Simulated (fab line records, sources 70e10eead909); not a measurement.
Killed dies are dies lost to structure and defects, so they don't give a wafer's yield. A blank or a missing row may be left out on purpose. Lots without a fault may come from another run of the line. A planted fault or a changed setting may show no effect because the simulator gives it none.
A struck lot beside a sound one | flow nand_harc | 36 steps out of a route of 1302
Sound: wafers L305.4, L305.5, L305.6. Struck: wafers L313.3, L313.4, L313.6. The cause comes at the end.
At each step with rows: each side's tool, then ch and its chambers, then its first start. Under that, the readings that differ: sound wafers | struck wafers | difference of the means | sigmas: that difference in standard deviations of wafers without a fault.
alike: readings whose means differ by less than 2 such deviations, and words and numbers that are the same on both sides. not compared: withheld readings, readings that some wafer has no value for, bounds like >300 that may hide the same value, and numbers for which the record gives no deviation and whose values overlap.
The two part at a step that has a row with sigmas, a row that says differs or no value, or rows on one side only. Numbers that don't overlap but have no deviation are shown without sigmas and don't part them. A reading that every wafer of one side lacks parts them only if that side has two wafers or more.

first, 4 steps without rows for these wafers: NHARC_A_STAIRCASE_STRIP_317 (strips in SPM, time 900 s); NHARC_A_STAIRCASE_PRECLEAN_318 (cleans in SC1); NHARC_A_STAIRCASE_SRD_329; NHARC_A_STAIRCASE_ALD_415 (deposits SiO2, target thk 30 nm, pulse time 6 s, ald cycles 300).
NHARC_A_STAIRCASE_ETCHBACK_416: etches the open film in C4F8/O2/Ar, target depth 36 nm, time 7.2 s.
  sound on rie_diel-08 ch 2,3; struck on rie_diel-05 ch 1,2
  alike: oes_product_au, rf_vpp_V
  not compared: rf_hours_counter_h
then, 6 steps without rows for these wafers: NHARC_A_STAIRCASE_STRIP_476 (strips in O2, time 20 s); NHARC_A_STAIRCASE_DEP_417 (deposits Si3N4, target thk 60 nm); NHARC_A_STAIRCASE_WET_418 (chemistry H3PO4, target depth 20 nm); NHARC_A_STAIRCASE_PRECLEAN_419 (cleans in SC1); NHARC_A_STAIRCASE_SRD_421; NHARC_A_STAIRCASE_ALD_420 (deposits SiO2, target thk 20 nm, pulse time 6 s, ald cycles 200).
NHARC_A_STAIRCASE_CVD_552: deposits SiNx, target thk 40 nm.
  sound on lpcvd-01 ch 0, day 18 04:51; struck on lpcvd-01 ch 1, day 22 02:52
  alike: zone_power_lower_pct, zone_power_upper_pct
then, 2 steps without rows for these wafers: NHARC_A_STAIRCASE_DEP_151 (deposits SiO2, target thk 7200 nm); NHARC_A_STAIRCASE_ANNEAL_320 (time 1800 s).
NHARC_A_STAIRCASE_DEP_322: deposits SiO2, target thk 7200 nm.
  sound on pecvd-02 ch 0,1,2, day 18 18:04; struck on pecvd-02 ch 0,2, day 22 13:34
  alike: heater_power_w
then, 12 steps without rows for these wafers: NHARC_A_STAIRCASE_ANNEAL_323 (time 1800 s); NHARC_A_STAIRCASE_DEP_325 (deposits SiO2, target thk 7200 nm); NHARC_A_STAIRCASE_ANNEAL_326 (time 1800 s); NHARC_A_STAIRCASE_DEHYDRATE_433 (time 120 s); NHARC_A_STAIRCASE_HMDS_434 (time 30 s); NHARC_A_STAIRCASE_COAT_435; NHARC_A_STAIRCASE_SOFTBAKE_436 (time 170 s); NHARC_A_STAIRCASE_EBR_437; NHARC_A_STAIRCASE_EXPOSE_438 (exposes mask STAIR REV); NHARC_A_STAIRCASE_PEB_439 (peb time 130 s); NHARC_A_STAIRCASE_DEVELOP_440 (time 140 s); NHARC_A_STAIRCASE_HARDBAKE_442 (time 140 s).
NHARC_A_STAIRCASE_DESCUM_443: chemistry O2, time 3 s.
  sound on rie_diel-05 ch 1,2, day 19 14:40; struck on rie_diel-05 ch 1,2,3, day 23 07:16
  alike: drypump_motor_current_A, oes_product_au, rf_vpp_V, showerhead_plenum_p_Torr, throttle_valve_pct
  not compared: rf_hours_counter_h
NHARC_A_STAIRCASE_ETCH_444: etches the open film in C4F8/O2, target depth 20400 nm, time 6800 s.
  sound on rie_diel-05 ch 1,2,3, day 19 16:10; struck on rie_diel-05 ch 0,1,2, day 23 07:20
  alike: oes_product_au, rf_vpp_V
  not compared: rf_hours_counter_h
then, 5 steps without rows for these wafers: NHARC_A_STAIRCASE_STRIP_446 (strips in O2); NHARC_A_STAIRCASE_STRIP_447 (strips in SPM, time 900 s); NHARC_A_STAIRCASE_PRECLEAN_448 (cleans in SC1); NHARC_A_STAIRCASE_SRD_449; NHARC_A_STAIRCASE_CMP_450 (polishes SiO2, target thk 200 nm).
NHARC_A_STAIRCASE_CMP_152: polishes.
  sound on cmp-03 ch 0,1,2, day 19 20:02; struck on cmp-03 ch 1,3, day 23 12:38
  alike: motor_current_A
-- the record jumps here: 5 days lie between the struck wafers' starts before and after (it left off in module A_STAIRCASE and takes up again in module END, whose first step shown is number 1302 of the route) --
NHARC_END_SORT_01:
  the record has rows for the struck wafers here (prober-02 ch 0, day 28 23:56) and none for the sound ones

WHERE THEY PART
Only at NHARC_END_SORT_01, within this record.

WHY: what the simulator had put in
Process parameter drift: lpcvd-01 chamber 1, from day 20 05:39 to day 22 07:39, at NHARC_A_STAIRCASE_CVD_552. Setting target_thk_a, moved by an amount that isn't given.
